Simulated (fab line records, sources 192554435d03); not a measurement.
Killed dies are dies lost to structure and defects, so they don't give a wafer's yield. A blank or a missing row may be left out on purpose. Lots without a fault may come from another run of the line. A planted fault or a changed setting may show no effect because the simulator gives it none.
Which tool did it? | flow n5_finfet | 14 lots, 41 wafers sampled, at 3 steps of a route of 1938

WHAT THE GAUGES READ, wafer by wafer
N5_BEOL_M1_RS_MEAS_58: measures by four-point-probe.
lot  | measured     | on            | M1_RS (ohm/sq)
L409 | day 7 00:37  | film_metro-01 | 0.71 0.68 0.66
L408 | day 7 01:00  | film_metro-02 | 0.70 0.66 0.62
L412 | day 8 01:55  | film_metro-01 | 0.68 0.68 0.69
L415 | day 8 16:26  | film_metro-02 | 0.76 0.74
L414 | day 8 19:52  | film_metro-01 | 0.71 0.65 0.68
L416 | day 8 20:13  | film_metro-02 | 0.69 0.70 0.74
L420 | day 10 16:32 | film_metro-02 | 0.68 0.66 0.73
L425 | day 11 07:17 | film_metro-01 | 0.66 0.65 0.61
L427 | day 11 18:19 | film_metro-01 | 0.74 0.77 0.65
L426 | day 11 18:55 | film_metro-01 | 0.62 0.64 0.65
L428 | day 12 06:55 | film_metro-01 | 0.69 0.64 0.63
L429 | day 12 12:29 | film_metro-01 | 0.70 0.68 0.64
L430 | day 12 15:16 | film_metro-01 | 0.67 0.61 0.62
L431 | day 12 18:36 | film_metro-01 | 0.69 0.68 0.65

N5_BEOL_M1_INSPECT_59: inspects for defects (darkfield).
lot  | measured     | on                | raw_defect_count
L409 | day 7 00:38  | defect_inspect-01 | 63 84 54
L408 | day 7 01:02  | defect_inspect-01 | 40 67 103
L412 | day 8 01:56  | defect_inspect-01 | 71 47 49
L415 | day 8 16:27  | defect_inspect-01 | 72 96
L414 | day 8 19:53  | defect_inspect-01 | 45 57 54
L416 | day 8 20:14  | defect_inspect-01 | 30 64 44
L420 | day 10 16:34 | defect_inspect-02 | 97 123 100
L425 | day 11 07:18 | defect_inspect-01 | 80 69 59
L427 | day 11 18:20 | defect_inspect-02 | 60 62 67
L426 | day 11 18:56 | defect_inspect-01 | 70 108 80
L428 | day 12 06:56 | defect_inspect-02 | 43 80 59
L429 | day 12 12:30 | defect_inspect-01 | 43 97 96
L430 | day 12 15:17 | defect_inspect-01 | 77 154 116
L431 | day 12 18:38 | defect_inspect-01 | 87 46 69

N5_BEOL_M2_THK_MEAS_01.
lot  | measured     | on            | M2_ILD_THK (nm)
L409 | day 7 00:44  | film_metro-01 | 77.8 79.4 79.8
L408 | day 7 01:09  | film_metro-02 | 78.3 78.7 78.9
L412 | day 8 02:02  | film_metro-01 | 78.5 79.4 79.3
L415 | day 8 16:34  | film_metro-02 | 78.2 78.6
L414 | day 8 19:59  | film_metro-01 | 78.8 79.8 80.1
L416 | day 8 20:20  | film_metro-02 | 79.4 80.1 80.1
L420 | day 10 16:40 | film_metro-01 | 79.8 79.4 80.3
L425 | day 11 07:25 | film_metro-01 | 79.8 78.4 79.3
L427 | day 11 18:26 | film_metro-01 | 78.5 79.7 80.0
L426 | day 11 19:02 | film_metro-01 | 77.6 79.7 78.3
L428 | day 12 07:04 | film_metro-01 | 78.4 80.4 79.6
L429 | day 12 12:37 | film_metro-02 | 77.3 78.2 78.1
L430 | day 12 15:25 | film_metro-01 | 77.8 79.3 78.9
L431 | day 12 18:44 | film_metro-02 | 79.2 79.3 78.3

WHICH TOOL RAN EACH LOT (tool, then ch and the chambers of the sampled wafers, then the start)
The record holds no process step before these readings.

WHAT THE TOOLS THEMSELVES READ (means of the sampled wafers that have a number; where no wafer has one, the mark that the record gives instead)
The record holds no such reading with a usual standard deviation.

THE ANSWER, worked out from the rows above alone
Rule: what is usual is taken from the lots themselves. Put in order of their means at a reading, lots are off if they are a third of the lots or fewer, leave a main group of 4 or more, and stand apart from it by a gap of 3 or more times the standard deviation of the main group's means; of several such gaps the widest counts. A main group whose means are all the same, to the digits that the tables above print for the reading, isn't used. A lot without any number at a reading at which 4 lots or more have one is off too. The other lots that the step has rows for count as sound. The gauges are gone through in route order, then the tools' own readings, and for those a lot's mean is taken as printed above. The first step at which some lot is off is used, and at that step the reading that is off furthest; a lot without a number counts as furthest.
No lot is off at any reading shown: from this, nothing can be told.

WHAT THE SIMULATOR HAD PUT IN
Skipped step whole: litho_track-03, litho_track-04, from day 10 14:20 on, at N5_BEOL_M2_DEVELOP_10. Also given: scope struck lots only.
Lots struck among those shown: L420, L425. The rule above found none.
